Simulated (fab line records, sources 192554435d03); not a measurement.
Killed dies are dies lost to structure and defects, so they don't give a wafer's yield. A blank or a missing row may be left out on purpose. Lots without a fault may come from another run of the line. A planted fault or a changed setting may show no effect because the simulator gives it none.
Chamber matching | flow n5_finfet | N5_BEOL_M10_STRIP_19 on rie_diel-06: 4 sister chambers
The step strips in O2. 8 wafers are shown with their chamber, then 12 later ones without.

WAFERS WITH THEIR CHAMBER
wafer  | chamber | drypump_motor_current_A (A) | throttle_valve_pct (%)
L080.1 | 1       | 5.6                         | 16.8
L084.3 | 1       | 5.5                         | 16.9
L089.3 | 3       | 4.9                         | 16.3
L092.4 | 2       | 5.6                         | 16.3
L092.5 | 0       | 5.2                         | 16.2
L090.4 | 2       | 5.6                         | 16.2
L090.5 | 3       | 4.9                         | 16.3
L090.6 | 0       | 5.2                         | 16.2

WAFERS WITHOUT THEIR CHAMBER
wafer  | drypump_motor_current_A (A) | throttle_valve_pct (%)
L091.2 | 5.6                         | 16.9
L091.4 | 5.2                         | 16.2
L091.6 | 5.6                         | 16.3
L094.1 | 4.9                         | 16.3
L094.2 | 5.2                         | 16.2
L094.6 | 5.5                         | 16.9
L093.1 | 5.0                         | 16.3
L093.2 | 5.2                         | 16.2
L093.6 | 5.2                         | 16.2
L095.2 | 5.2                         | 16.2
L095.3 | 4.9                         | 16.3
L095.6 | 5.2                         | 16.2

WHICH CHAMBER EACH WENT THROUGH
wafer  | from the rows above | in truth
L091.2 | 1                   | 1
L091.4 | 0                   | 0
L091.6 | 2                   | 2
L094.1 | 3                   | 3
L094.2 | 0                   | 0
L094.6 | 1                   | 1
L093.1 | 3                   | 3
L093.2 | 0                   | 0
L093.6 | 0                   | 0
L095.2 | 0                   | 0
L095.3 | 3                   | 3
L095.6 | 0                   | 0
Placed correctly: 12 of 12. Can't be placed from these rows: 0. Placed wrongly: 0.
How it was worked out, from the rows above alone: a wafer's distance from a chamber is the root of the sum, over the readings, of the square of ((its reading less the chamber's mean) divided by the reading's scatter). The wafer belongs to the nearest chamber; if the next one is less than 2 further off, it can't be placed. A chamber's mean is the mean of its shown wafers. The scatter: the root of (the sum of the squares of (reading less its chamber's mean) over the shown wafers, divided by (wafers less chambers)).
